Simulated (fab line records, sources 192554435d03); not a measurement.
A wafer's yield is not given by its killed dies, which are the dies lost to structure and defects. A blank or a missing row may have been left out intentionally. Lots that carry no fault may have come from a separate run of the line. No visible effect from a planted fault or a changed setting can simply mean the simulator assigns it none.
Struck lot and sound lot, side by side    flow n5-finfet    32 steps out of a route of 1938
Sound: the wafers L281.3, L281.5, L281.6. The struck wafers were L269.1, L269.3, L269.6. At the end, the cause is stated.
Each step with rows lists, per side, the tool, then ch with its chambers, then its first start. Under that, the readings that differ: sound wafers    struck wafers    difference of the means    sigmas: that difference in standard deviations of wafers without a fault.
alike: readings whose means differ by less than 2 such deviations, and words and numbers that are the same on both sides. not compared: withheld readings, readings that some wafer has no value for, bounds like >300 that may hide the same value, and numbers for which the record gives no deviation and whose values overlap.
A row with sigmas, a row that says differs or no value, or rows on one side alone: a step with any of these is where the two part. When numbers do not overlap yet have no deviation, they are printed without sigmas and do not part them. A reading that every wafer of one side lacks parts them only if that side has two wafers or more.

first, 10 steps without rows for these wafers: N5_SD_EPI_P_PRECLEAN_51 (cleans in NF3:NH3, afs cycles 1, time 20 s, sublimation time 60 s); N5_SD_EPI_P_VAPOR_ETCH_44 (etches SiGe30 in NF3/Ar, time 3.3 s); N5_SD_EPI_P_EPI_21 (deposits SiGe:B, time 355 s); N5_SD_EPI_P_HM_STRIP_48 (strips SiNx in H3PO4, material SiNx, target depth 3 nm); N5_SD_EPI_P_SRD_49 (time 30 s); N5_SD_EPI_P_PRECLEAN_24 (cleans in O3/DIW, time 45 s); N5_SD_EPI_P_PRECLEAN_32 (cleans in dHF, time 10 s); N5_SD_EPI_P_PRECLEAN_33 (cleans in SC2, time 45 s); N5_SD_EPI_P_SRD_25 (time 30 s); N5_SD_ACTIVATION_RTA_00 (time 0 s).
N5_SD_ACTIVATION_LSA_01: time 0.0008 s.
  struck on laser-anneal-02, day 6 10:51; sound on laser-anneal-01 ch 0, day 9 10:10
  no value came back on the struck wafers for time-s (s), wafer_temp_C_max; on the sound wafers time-s (s) reads 0.0008 0.0008 0.0008
N5_SD_ACTIVATION_RS_MEAS_03: measures by four-point-probe.
  sound on film-metro-01, day 9 10:21; struck on film-metro-02, day 6 11:03
reading           sound           struck          difference  sigmas
RS_SD_N (ohm/sq)  21.9 22.0 22.0  29.5 29.3 29.5  +7.5        +24
RS_SD_P (ohm/sq)  56.4 57.0 56.3  57.9 58.3 59.3  +1.9        +2
then, 19 steps without rows for these wafers: N5_ILD0_LINER_00 (material SiNx, target thk 4 nm, pulse time 1 s, purge time 2 s); N5_ILD0_FCVD_FILL_01 (material SiO2 flowable, target thk 200 nm, time 328.3 s); N5_ILD0_CURE_02 (time 1800 s); N5_ILD0_CMP_03 (polishes, stops on SiNx, t overpolish 1.9 s, target thk 197.38 nm); N5_ILD0_CMP_07 (polishes SiO2 flowable, stops on poly-Si, t overpolish 1.18 s, target thk 138.88 nm); N5_ILD0_PRECLEAN_10 (cleans in NF3:NH3, afs cycles 5, time 20 s, sublimation time 60 s); N5_ILD0_ALD_15 (deposits SiNx, target thk 24 nm, pulse time 1 s, ald cycles 480); N5_ILD0_CMP_12 (polishes SiNx, stops on poly-Si, t overpolish 6 s, target thk 17.67 nm); N5_SDB_HM_DEP_00 (deposits SiNx from SiH4/NH3/N2, target thk 40 nm, time 35.3 s); N5_SDB_COAT_03 (time 60 s, resist thk 100 nm); N5_SDB_COAT_04 (time 60 s, resist thk 18 nm); N5_SDB_COAT_05 (resist thk 90 nm); N5_SDB_EBR_07; N5_SDB_SOFTBAKE_06 (time 60 s); N5_SDB_EXPOSE_08 (exposes mask SDB); N5_SDB_PEB_09 (peb time 60 s); N5_SDB_DEVELOP_10 (develop time 30 s); N5_SDB_DESCUM_16 (chemistry O2, time 7.9 s); N5_SDB_ETCH_17 (etches SiARC in CF4, target depth 23.4 nm, time 39 s).
-- the record jumps here: 4 days lie between the struck wafers' starts before and after (it left off in module SDB and takes up again in module BEOL_M4, whose first step shown is number 1111 of the route) --
N5_BEOL_M4_RC_MEAS_101:
  sound on prober-02 ch 0, day 13 19:29; struck on prober-02 ch 0, day 10 17:12
reading              sound              struck             difference  sigmas
DIBL_P (mV/V)        39.5 40.5 39.9     38.6 35.3 36.1     -3.3        -2
ION_N (uA/um)        679 682 688        657 656 658        -26         -3
RC_DENSE_N (ohm.um)  19.0 19.2 18.5     26.0 26.2 25.7     +7.1        +20
RC_N (ohm.um)        15.53 15.67 15.06  21.09 21.33 21.01  +5.72       +21
REXT_N (ohm.um)      73.6 73.0 73.9     89.0 89.4 87.9     +15.3       +10
RS_SD_N (ohm/sq)     28.3 28.4 28.4     36.8 36.5 37.0     +8.4        +23
  alike: DIBL_N, IOFF_N, IOFF_P, ION_P, SS_N, SS_P, VT_N, VT_P

== WHERE THEY PART ==
Last at N5_BEOL_M4_RC_MEAS_101 as far as this record goes, first at N5_SD_ACTIVATION_LSA_01.

WHY: the cause the simulator had injected
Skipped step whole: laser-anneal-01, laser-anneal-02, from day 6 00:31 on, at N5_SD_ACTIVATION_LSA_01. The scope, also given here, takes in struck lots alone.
